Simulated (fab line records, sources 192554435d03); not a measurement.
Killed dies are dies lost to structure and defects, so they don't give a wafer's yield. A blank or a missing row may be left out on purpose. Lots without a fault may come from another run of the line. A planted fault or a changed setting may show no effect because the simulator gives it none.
fab line records | flow n5_finfet
record lots=11 wafers=32 last_day=17
route steps=1938 shown BEOL_M3@1000 BEOL_M4@1111 PASSIVATION@1936
lots that met no fault: from a run of the same line without faults
start_h: hours from the record's first day to the start of the lot's first wafer shown | wait_h: hours since the lot's step before | " the same as in the row above | L1.1+2: a row that stands for several wafers | - no value, or no start given | * or withheld: withheld | < > ~ a bound
route shown NAME@n: a module of which the file shows steps, and the number in the route of the first | usual: mean/standard deviation of fault-free wafers | same: alike in all rows | chamber/n: place in a boat | sites: the reading at each site | _std_site: their standard deviation | _edge_site: outer sites' mean less inner sites' | radius_mm: how far each site lies from the wafer's centre | mask NAME#n: copy n | behind: the tool/chamber that last shaped the wafer | hold: why the lot was held/for how many hours/how that ended | device: the transistor (n, p or np) that didn't switch | end of line: the same wafers' tests at the end of the route | a step without rows: its recipe alone | killed: dies lost to structure and defects at the first sort, not the wafer's yield | map: a wafer's dies, x killed, . not, _ none there
set.NAME: the setting as run; set.NAME@STEP: as run at that earlier step | model.NAME: the simulator's own value behind a step, which no gauge read
steps of the route over a sample of lots; a table a step, a row a wafer
services: from which hour (start_h, from the record's first day; less than 0 if before it) a tool's chamber was out of use, for how many hours, and why
## steps
# step N5_BEOL_M3_SPUTTER_86
# recipe material=Cu target_thk_a=45 temp_c=-20 chamber_pressure_pa=0.07 power_w=withheld time_s=8.29
# usual substrate_temp_c=-19.99/0.11 throttle_valve_pct=30.0/1.1
# same time_s=8.29
# columns lot.wafer tool chamber start_h wait_h substrate_temp_c throttle_valve_pct
L885.3 pvd_sputter-02 - 165.10 0.1 -19.86 29.8
L885.5 " - " " -19.98 31.4
L886.1 pvd_sputter-03 - 174.27 0.1 -19.96 32.0
L886.4 " - " " -20.00 29.9
L886.5 " - " " -20.03 29.7
L887.1 pvd_sputter-01 - 176.87 0.1 -19.89 29.5
L887.3 " - " " -19.91 29.6
L887.5 " - " " -19.93 30.0
L888.2 pvd_sputter-01 - 178.94 0.1 -19.92 29.8
L888.3 " - " " -20.01 29.6
L888.6 " - " " -20.04 30.9
L891.1 pvd_sputter-02 - 217.96 0.1 -19.79 28.9
L891.4 " - " " -19.94 30.0
L891.5 " - " " -20.28 29.9
L896.1 pvd_sputter-02 - 241.04 0.1 -20.14 28.9
L896.2 " - " " -20.06 29.7
L896.5 " - " " -19.98 29.9
L897.3 pvd_sputter-03 - 241.73 0.1 -20.01 28.5
L897.4 " - " " -20.13 28.7
L897.5 " - " " -19.77 29.6
L898.2 pvd_sputter-03 - 246.14 0.1 -19.80 29.7
L898.3 " - " " -19.87 28.5
L898.5 " - " " -19.88 28.5
L901.1 pvd_sputter-02 - 274.73 0.1 -19.95 31.3
L901.2 " - " " -20.03 29.7
L901.5 " - " " -19.91 28.6
L902.3 pvd_sputter-01 - 275.23 0.1 -20.19 29.6
L902.4 " - " " -19.79 31.0
L902.6 " - " " -19.98 30.1
L903.3 pvd_sputter-02 - 286.03 0.1 -19.77 29.5
L903.4 " - " " -20.08 29.8
L903.5 " - " " -19.94 31.6
# step N5_BEOL_M3_ANNEAL_91
# recipe temp_c=400 time_s=240 ambient=vacuum
# usual heater_power_w=812/86
# same time_s=240
# columns lot.wafer tool chamber start_h wait_h heater_power_w
L885.3 pvd_sputter-02 - 165.62 0.0 843
L885.5 " - " " 680
L886.1 pvd_sputter-03 - 174.79 0.0 750
L886.4 " - " " 812
L886.5 " - " " 794
L887.1 pvd_sputter-01 - 177.45 0.0 859
L887.3 " - " " 728
L887.5 " - " " 815
L888.2 pvd_sputter-01 - 179.52 0.0 822
L888.3 " - " " 869
L888.6 " - " " 919
L891.1 pvd_sputter-02 - 218.48 0.0 882
L891.4 " - " " 816
L891.5 " - " " 804
L896.1 pvd_sputter-02 - 241.56 0.0 885
L896.2 " - " " 825
L896.5 " - " " 836
L897.3 pvd_sputter-03 - 242.25 0.0 950
L897.4 " - " " 711
L897.5 " - " " 811
L898.2 pvd_sputter-03 - 246.66 0.0 820
L898.3 " - " " 705
L898.5 " - " " 950
L901.1 pvd_sputter-02 - 275.25 0.0 670
L901.2 " - " " 822
L901.5 " - " " 885
L902.3 pvd_sputter-01 - 275.75 0.0 876
L902.4 " - " " 911
L902.6 " - " " 834
L903.3 pvd_sputter-02 - 286.55 0.0 843
L903.4 " - " " 831
L903.5 " - " " 692
# step N5_BEOL_M3_ANNEAL_93
# recipe temp_c=400 time_s=240 ambient=vacuum
# usual heater_power_w=812/85
# same time_s=240
# columns lot.wafer tool chamber start_h wait_h heater_power_w
L885.3 pvd_sputter-02 - 165.84 0.0 842
L885.5 " - " " 682
L886.1 pvd_sputter-03 - 175.01 0.0 734
L886.4 " - " " 761
L886.5 " - " " 807
L887.1 pvd_sputter-01 - 177.70 0.0 868
L887.3 " - " " 752
L887.5 " - " " 821
L888.2 pvd_sputter-01 - 179.77 0.0 811
L888.3 " - " " 869
L888.6 " - " " 904
L891.1 pvd_sputter-02 - 218.70 0.0 878
L891.4 " - " " 828
L891.5 " - " " 808
L896.1 pvd_sputter-02 - 241.78 0.0 894
L896.2 " - " " 854
L896.5 " - " " 823
L897.3 pvd_sputter-03 - 242.47 0.0 929
L897.4 " - " " 711
L897.5 " - " " 800
L898.2 pvd_sputter-03 - 246.88 0.0 824
L898.3 " - " " 682
L898.5 " - " " 922
L901.1 pvd_sputter-02 - 275.47 0.0 684
L901.2 " - " " 811
L901.5 " - " " 893
L902.3 pvd_sputter-01 - 275.97 0.0 846
L902.4 " - " " 922
L902.6 " - " " 788
L903.3 pvd_sputter-02 - 286.77 0.0 850
L903.4 " - " " 805
L903.5 " - " " 687
# step N5_BEOL_M3_CO_CAP_55
# recipe material=Co target_thk_a=20 temp_c=200 precursor=CCTBA/H2 pressure_torr=30 time_s=102.1
# usual heater_power_w=239/28 run_length_s=125.1/0.65
# columns lot.wafer tool chamber start_h wait_h heater_power_w run_length_s
L885.3 cvd_co-02 2 167.42 0.0 219 125.1
L885.5 " 1 " " 227 124.6
L886.1 cvd_co-02 0 176.41 0.0 215 126.2
L886.4 " 1 " " 224 179.6
L886.5 " 2 " " 221 124.7
L887.1 cvd_co-02 2 178.99 0.0 224 125.4
L887.3 " 1 " " 223 179.7
L887.5 " 0 " " 210 125.7
L888.2 cvd_co-01 0 181.09 0.0 239 125.3
L888.3 " 1 " " 298 125.4
L888.6 " 2 " " 259 125.6
L891.1 cvd_co-01 0 220.07 0.0 248 125.1
L891.4 " 1 " " 294 125.2
L891.5 " 2 " " 264 125.3
L896.1 cvd_co-02 1 243.11 0.0 224 123.7
L896.2 " 2 " " 226 125.2
L896.5 " 2 " " 222 124.8
L897.3 cvd_co-01 2 243.69 0.0 263 125.7
L897.4 " 1 " " 300 125.2
L897.5 " 0 " " 245 125.0
L898.2 cvd_co-02 0 248.13 0.0 213 126.0
L898.3 " 1 " " 222 123.7
L898.5 " 2 " " 218 125.0
L901.1 cvd_co-02 0 276.71 0.0 214 125.7
L901.2 " 1 " " 224 124.1
L901.5 " 2 " " 217 125.4
L902.3 cvd_co-02 2 277.20 0.0 221 124.8
L902.4 " 0 " " 217 125.8
L902.6 " 1 " " 225 124.3
L903.3 cvd_co-02 2 288.05 0.0 217 125.2
L903.4 " 1 " " 227 124.0
L903.5 " 2 " " 226 124.8
# step N5_BEOL_M4_RC_MEAS_101
# usual DIBL_N=37.5/2.5 DIBL_P=38/3.1 IOFF_N=0.19/0.059 IOFF_P=0.24/0.061 ION_N=679/16 ION_P=465/9.8 SS_N=72.0/0.8 SS_P=73.7/0.86 VT_N=248/4.5 VT_P=-249/3.5
# columns lot.wafer tool chamber start_h wait_h DIBL_N[mV/V] DIBL_P[mV/V] IOFF_N[nA/um] IOFF_P[nA/um] ION_N[uA/um] ION_P[uA/um] SS_N[mV/dec] SS_P[mV/dec] VT_N[mV] VT_P[mV]
L885.3 prober-02 0 179.86 0.3 37.4 40 0.18 0.24 675 466 71.5 73.8 248 -248
L885.5 " 0 " " 35.7 38 0.14 0.19 666 463 71.5 73.9 254 -252
L886.1 prober-01 0 188.43 0.0 35.7 36 0.15 0.19 673 458 71.9 72.4 253 -250
L886.4 " 0 " " 33.3 34 0.11 0.17 651 455 70.6 71.8 255 -253
L886.5 " 0 " " 37.1 38 0.18 0.24 669 461 71.6 73.8 248 -249
L887.1 prober-02 0 188.58 0.0 37.5 38 0.19 0.24 679 463 71.3 73.4 249 -248
L887.3 " 0 " " 41.0 43 0.31 0.37 711 480 72.8 75.0 238 -242
L887.5 " 0 " " 37.7 38 0.18 0.25 683 469 72.1 73.4 248 -247
L888.2 prober-02 0 191.94 0.2 31.0 28 0.08 0.12 644 452 70.6 70.8 259 -255
L888.3 " 0 " " 33.5 33 0.12 0.18 679 467 69.8 72.5 253 -251
L888.6 " 0 " " 33.7 35 0.13 0.19 672 462 70.2 73.0 250 -250
L891.1 prober-01 0 237.18 0.1 34.4 35 0.10 0.16 657 453 70.8 73.2 260 -253
L891.4 " 0 " " 38.7 39 0.18 0.24 673 467 71.8 74.1 247 -249
L891.5 " 0 " " 37.1 37 0.14 0.20 651 452 71.5 73.1 252 -251
L896.1 prober-02 0 257.03 0.0 37.5 37 0.20 0.30 706 489 70.9 73.4 242 -244
L896.2 " 0 " " 36.4 34 0.16 0.23 689 470 72.0 72.9 249 -248
L896.5 " 0 " " 36.5 35 0.18 0.26 684 479 71.7 72.7 249 -244
L898.2 prober-01 0 258.22 0.2 39.9 42 0.28 0.31 702 470 72.3 74.8 242 -245
L898.3 " 0 " " 39.4 43 0.25 0.32 690 468 71.7 75.0 246 -244
L898.5 " 0 " " 39.4 43 0.26 0.32 686 470 72.6 74.6 243 -246
L897.3 prober-02 0 259.21 0.3 35.8 36 0.13 0.21 659 465 71.9 73.3 256 -249
L897.4 " 0 " " 36.5 37 0.14 0.21 658 455 71.5 73.3 252 -250
L897.5 " 0 " " 38.3 38 0.19 0.27 682 471 72.0 74.3 248 -248
L901.1 prober-02 0 284.19 0.0 34.5 35 0.14 0.21 668 462 70.9 73.5 249 -249
L901.2 " 0 " " 36.0 35 0.14 0.20 668 459 71.2 73.8 251 -250
L901.5 " 0 " " 39.9 40 0.24 0.28 696 475 71.8 74.1 244 -246
L902.3 prober-02 0 288.15 0.3 37.6 37 0.19 0.24 683 463 72.1 73.9 249 -249
L902.4 " 0 " " 35.7 34 0.16 0.21 667 462 71.5 73.3 249 -250
L902.6 " 0 " " 37.4 36 0.20 0.24 685 466 72.0 73.8 244 -250
L903.3 prober-02 0 310.66 0.3 40.5 38 0.23 0.26 684 465 72.7 73.8 246 -249
L903.4 " 0 " " 38.6 36 0.17 0.22 662 460 73.0 73.4 250 -249
L903.5 " 0 " " 39.9 38 0.21 0.25 687 466 71.8 74.0 250 -248
# step N5_PASSIVATION_PROBE_49
# usual defect_limited_yield=91.0/1.4 killed_at_M0_to_M3=35/10 killed_at_M4_up=14/5.5 killed_at_contacts=13/5.6 killed_at_front_end=41/11 killed_at_other=4/3.4 killed_dies=106/16 killed_open=68/12 killed_short=35/7.3 sort_bin_4_leakage=0.3/2.1 sort_bin_5_function=5.3/0.89 sort_bin_6_memory=3.4/0.67 sort_bin_8_speed=0.01/0.11 sort_n_pass=1070/28 sort_yield_pct=90.7/2.4
# same gross_dies=1180 killed_at_back_side=0
# columns lot.wafer tool chamber start_h wait_h defect_limited_yield[%] killed_at_M0_to_M3 killed_at_M4_up killed_at_contacts killed_at_front_end killed_at_other killed_dies killed_open killed_short sort_bin_4_leakage[%] sort_bin_5_function[%] sort_bin_6_memory[%] sort_bin_8_speed[%] sort_n_pass sort_yield_pct[%]
L888.2 prober-02 - 307.37 0.1 89.9 17 21 11 66 4 119 66 45 0 5.9 3.1 0 1061 89.9
L888.3 prober-02 - 307.42 0.1 92.1 16 12 9 55 1 93 68 22 0 5.0 2.8 0 1087 92.1
L888.6 prober-02 - 307.57 0.3 89.3 26 13 17 63 7 126 66 48 0 5.3 4.4 0 1054 89.3
# killed by level:class
L888.2 FIN_SAQP:geometric_particle:short=23 FIN_SAQP:geometric_particle:open=16 BEOL_M4:geometric_particle:open=13 MOL_CONTACT_COAG:geometric_particle:open=8 GATE_CUT:geometric_particle:open=6 HKMG_FIN:area_etch=6 STI_FIN_REVEAL:geometric_particle:open=5 BEOL_M2:geometric_particle:open=5
L888.3 FIN_SAQP:geometric_particle:open=24 FIN_SAQP:geometric_particle:short=10 MOL_CONTACT_COAG:geometric_particle:open=8 BEOL_M0_SAQP:geometric_particle:open=5 STARTING-WAFER:geometric_particle:open=5 DUMMY_GATE:geometric_particle:open=4 BEOL_M2:geometric_particle:open=4 STI_FIN_REVEAL:geometric_particle:open=3
L888.6 FIN_SAQP:geometric_particle:short=12 MOL_CONTACT_COAG:geometric_particle:open=12 FIN_SAQP:geometric_particle:open=8 BEOL_M2:geometric_particle:open=8 HKMG_FIN:area_etch=7 STI_FIN_REVEAL:geometric_particle:open=5 GATE_CUT:geometric_particle:short=5 MOL_CONTACT_COAG:geometric_particle:short=5
## services
# columns tool chamber start_h hours kind
cvd_co-01 - 163.02 0.8 repair
## key
first_sign step=N5_BEOL_M3_CO_CAP_55 reading=run_length_s direction=up sigmas=84 usual=* struck=*
effect none on later readings
met_at N5_BEOL_M3_CO_CAP_55
struck_lots L886,L887
struck_wafers L886.4,L887.3
not_acting_at N5_BEOL_M3_SPUTTER_86,N5_BEOL_M3_ANNEAL_91,N5_BEOL_M3_ANNEAL_93
onset_between 167.42 176.41
fault kind=process_parameter_drift tool=cvd_co-02 chamber=1 onset_h=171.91 steps=N5_BEOL_M3_CO_CAP_55 channel=time_s offset=* shape=step end_h=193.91 acts_in=* stated=*
